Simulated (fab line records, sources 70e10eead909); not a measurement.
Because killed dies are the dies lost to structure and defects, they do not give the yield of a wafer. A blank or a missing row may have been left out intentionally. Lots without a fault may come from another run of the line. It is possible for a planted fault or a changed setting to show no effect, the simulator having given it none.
Chamber matching | flow nand_harc | NHARC_A_BLC_ETCH_16 on rie_diel-01: 4 sister chambers
The step etches the open film in CF4, target depth 39 nm, time 65 s. 14 wafers are shown with their chamber, then 7 later ones without.

WAFERS, EACH WITH ITS CHAMBER
wafer  | chamber | showerhead_plenum_p_Torr (Torr) | rf_vpp_V (V) | oes_product_au (a.u.)
L962.2 | 0       | 1.84                            | 152.5        | 0.994
L962.3 | 2       | 1.66                            | 150.1        | 1.015
L962.4 | 1       | 1.88                            | 153.1        | 1.008
L963.2 | 3       | 1.72                            | 150.9        | 1.027
L963.3 | 0       | 1.84                            | 152.4        | 1.002
L963.5 | 2       | 1.66                            | 149.6        | 1.026
L968.3 | 1       | 1.87                            | 153.2        | 1.013
L968.4 | 3       | 1.72                            | 150.5        | 1.021
L968.6 | 0       | 1.84                            | 153.1        | 1.020
L969.4 | 3       | 1.72                            | 151.6        | 1.025
L969.5 | 0       | 1.84                            | 150.3        | 1.008
L969.6 | 1       | 1.87                            | 153.5        | 1.024
L971.1 | 3       | 1.72                            | 150.2        | 1.017
L971.2 | 2       | 1.66                            | 150.8        | 1.001

SIGNATURES, as means of the wafers listed above
reading                  | chamber 0 | chamber 1 | chamber 2 | chamber 3 | scatter within a chamber
showerhead_plenum_p_Torr | 1.8400    | 1.8733    | 1.6600    | 1.7200    | 0.00258
rf_vpp_V                 | 152.075   | 153.267   | 150.167   | 150.800   | 0.8
oes_product_au           | 1.00600   | 1.01500   | 1.01400   | 1.02250   | 0.00931
Rule: distance of a wafer from a chamber = root of the sum over the readings of ((wafer's reading minus chamber's mean) / reading's scatter) squared. The wafer belongs to the nearest chamber; if the next one is less than 2 further off, it can't be placed. How the scatter is found: for the shown wafers, subtract from each reading the mean of its chamber, square and add these, divide the total by (wafers less chambers), then take the root.

WAFERS MISSING THEIR CHAMBER
wafer  | showerhead_plenum_p_Torr (Torr) | rf_vpp_V (V) | oes_product_au (a.u.)
L971.6 | 1.84                            | 152.5        | 0.999
L974.1 | 1.87                            | 153.2        | 1.014
L974.2 | 1.66                            | 148.2        | 1.004
L974.5 | 1.72                            | 150.8        | 1.028
L983.1 | 1.71                            | 149.8        | 1.024
L983.3 | 1.84                            | 151.2        | 1.005
L983.4 | 1.83                            | 150.5        | 0.998

WHICH CHAMBER EACH ONE RAN IN
wafer  | from the rows above | in truth
L971.6 | 0                   | 0
L974.1 | 1                   | 1
L974.2 | 2                   | 2
L974.5 | 3                   | 3
L983.1 | 3                   | 3
L983.3 | 0                   | 0
L983.4 | 0                   | 0
Correct placement for 7 of the 7. Can't be placed from these rows: 0. Placed wrongly: 0.
